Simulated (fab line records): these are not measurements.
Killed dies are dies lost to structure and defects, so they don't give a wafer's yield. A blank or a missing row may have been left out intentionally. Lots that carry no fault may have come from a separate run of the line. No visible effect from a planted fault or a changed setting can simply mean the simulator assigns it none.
Lot-split experiment / flow n5 finfet / 21 wafers read from 7 lots, route of 1938 steps

THE SPLIT ITSELF
At N5_BEOL_M14_SPUTTER_43 (material TaN, target thk 15 nm, time 24.19 s), the setting power w was moved away from the recipe's 15000 W on 7 of the 21 wafers read, by -14.5% to +16.3%. This setting was run at the recipe's value on the other wafers.

The split's own step is where the reading is taken.

THE READING
TaN_of_BEOL_M14_SPUTTER_43.thk nm (the simulator's own value, which no gauge read), in nm, at N5_BEOL_M14_SPUTTER_43 (material TaN, target thk 15 nm, time 24.19 s). There is no usual value for it anywhere in the file. Average 15.1 nm, standard deviation 0.21 nm, over the 14 wafers here run with the recipe.

wafer=L077.2; tool, chamber at the split=pvd sputter-01, -; power w as run, W=13340; against the recipe=-11.1%; TaN_of_BEOL_M14_SPUTTER_43.thk nm, nm=13.2; against lot-mates on the recipe=-1.8
wafer=L077.6; tool, chamber at the split=pvd sputter-01, -; power w as run, W=13340; against the recipe=-11.1%; TaN_of_BEOL_M14_SPUTTER_43.thk nm, nm=13.2; against lot-mates on the recipe=-1.8
wafer=L077.5; tool, chamber at the split=pvd sputter-01, -; power w as run, W=15000; against the recipe=recipe; TaN_of_BEOL_M14_SPUTTER_43.thk nm, nm=15; against lot-mates on the recipe=-
wafer=L080.2; tool, chamber at the split=pvd sputter-01, -; power w as run, W=15000; against the recipe=recipe; TaN_of_BEOL_M14_SPUTTER_43.thk nm, nm=14.6; against lot-mates on the recipe=-
wafer=L080.3; tool, chamber at the split=pvd sputter-01, -; power w as run, W=17140; against the recipe=+14.3%; TaN_of_BEOL_M14_SPUTTER_43.thk nm, nm=17; against lot-mates on the recipe=+2.3
wafer=L080.5; tool, chamber at the split=pvd sputter-01, -; power w as run, W=15000; against the recipe=recipe; TaN_of_BEOL_M14_SPUTTER_43.thk nm, nm=14.8; against lot-mates on the recipe=-
wafer=L083.1; tool, chamber at the split=pvd sputter-03, -; power w as run, W=12830; against the recipe=-14.5%; TaN_of_BEOL_M14_SPUTTER_43.thk nm, nm=12.8; against lot-mates on the recipe=-2.2
wafer=L083.2; tool, chamber at the split=pvd sputter-03, -; power w as run, W=15000; against the recipe=recipe; TaN_of_BEOL_M14_SPUTTER_43.thk nm, nm=15; against lot-mates on the recipe=-
wafer=L083.6; tool, chamber at the split=pvd sputter-03, -; power w as run, W=12830; against the recipe=-14.5%; TaN_of_BEOL_M14_SPUTTER_43.thk nm, nm=12.6; against lot-mates on the recipe=-2.4
wafer=L088.3; tool, chamber at the split=pvd sputter-03, -; power w as run, W=17440; against the recipe=+16.3%; TaN_of_BEOL_M14_SPUTTER_43.thk nm, nm=17.6; against lot-mates on the recipe=+2.6
wafer=L088.4; tool, chamber at the split=pvd sputter-03, -; power w as run, W=15000; against the recipe=recipe; TaN_of_BEOL_M14_SPUTTER_43.thk nm, nm=15; against lot-mates on the recipe=-
wafer=L088.5; tool, chamber at the split=pvd sputter-03, -; power w as run, W=17440; against the recipe=+16.3%; TaN_of_BEOL_M14_SPUTTER_43.thk nm, nm=17.4; against lot-mates on the recipe=+2.4
wafer=L087.2; tool, chamber at the split=pvd sputter-01, -; power w as run, W=15000; against the recipe=recipe; TaN_of_BEOL_M14_SPUTTER_43.thk nm, nm=15.2; against lot-mates on the recipe=-
wafer=L087.3; tool, chamber at the split=pvd sputter-01, -; power w as run, W=15000; against the recipe=recipe; TaN_of_BEOL_M14_SPUTTER_43.thk nm, nm=15.2; against lot-mates on the recipe=-
wafer=L087.6; tool, chamber at the split=pvd sputter-01, -; power w as run, W=15000; against the recipe=recipe; TaN_of_BEOL_M14_SPUTTER_43.thk nm, nm=15.2; against lot-mates on the recipe=-
wafer=L093.2; tool, chamber at the split=pvd sputter-02, -; power w as run, W=15000; against the recipe=recipe; TaN_of_BEOL_M14_SPUTTER_43.thk nm, nm=15.4; against lot-mates on the recipe=-
wafer=L093.6; tool, chamber at the split=pvd sputter-02, -; power w as run, W=15000; against the recipe=recipe; TaN_of_BEOL_M14_SPUTTER_43.thk nm, nm=15.4; against lot-mates on the recipe=-
wafer=L093.4; tool, chamber at the split=pvd sputter-02, -; power w as run, W=15000; against the recipe=recipe; TaN_of_BEOL_M14_SPUTTER_43.thk nm, nm=15.2; against lot-mates on the recipe=-
wafer=L095.2; tool, chamber at the split=pvd sputter-03, -; power w as run, W=15000; against the recipe=recipe; TaN_of_BEOL_M14_SPUTTER_43.thk nm, nm=15.2; against lot-mates on the recipe=-
wafer=L095.5; tool, chamber at the split=pvd sputter-03, -; power w as run, W=15000; against the recipe=recipe; TaN_of_BEOL_M14_SPUTTER_43.thk nm, nm=15.2; against lot-mates on the recipe=-
wafer=L095.4; tool, chamber at the split=pvd sputter-03, -; power w as run, W=15000; against the recipe=recipe; TaN_of_BEOL_M14_SPUTTER_43.thk nm, nm=15; against lot-mates on the recipe=-

FIT RESULTS
A straight line over all 21 wafers: TaN_of_BEOL_M14_SPUTTER_43.thk nm changes by +0.155 nm for each +1% of power w; r = +0.99; the points scatter about the line by 0.21 nm.
The same after taking each lot's own level away (the mean of its wafers on the recipe; 21 wafers): +0.158 nm for each +1%; r = +1.00; scatter 0.082 nm.
Per that fit: largest power w move, reading shift of 2.6 nm.
The lots' own levels span 14.70 to 15.33 nm, that is 3.0 times the standard deviation above.
So the lot-to-lot level changes the slope little: the two slopes agree.
Check: +2.54 nm against its lot-mates is what the line predicts for one of the wafers moved furthest among these (+16.3%) when that wafer is left out of the fit. Against them it came out at +2.6 nm.

THESE WAFERS: OTHER SPLITS
These wafers also went through other splits before the reading. Each is held against what the fit with the lots' levels taken away leaves over:
other split on the same wafers=N5_BEOL_M12_ETCH_38 time s; wafers away from the commonest value=7; r with TaN_of_BEOL_M14_SPUTTER_43.thk nm (lot level and that fit taken away)=+0.20
other split on the same wafers=N5_BEOL_M13_TRENCH_ETCH_34 time s; wafers away from the commonest value=6; r with TaN_of_BEOL_M14_SPUTTER_43.thk nm (lot level and that fit taken away)=+0.23

THE FILE'S OWN FIT
TaN_of_BEOL_M14_SPUTTER_43.thk nm changes by +0.158 nm for each +1% of power w, r = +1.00.
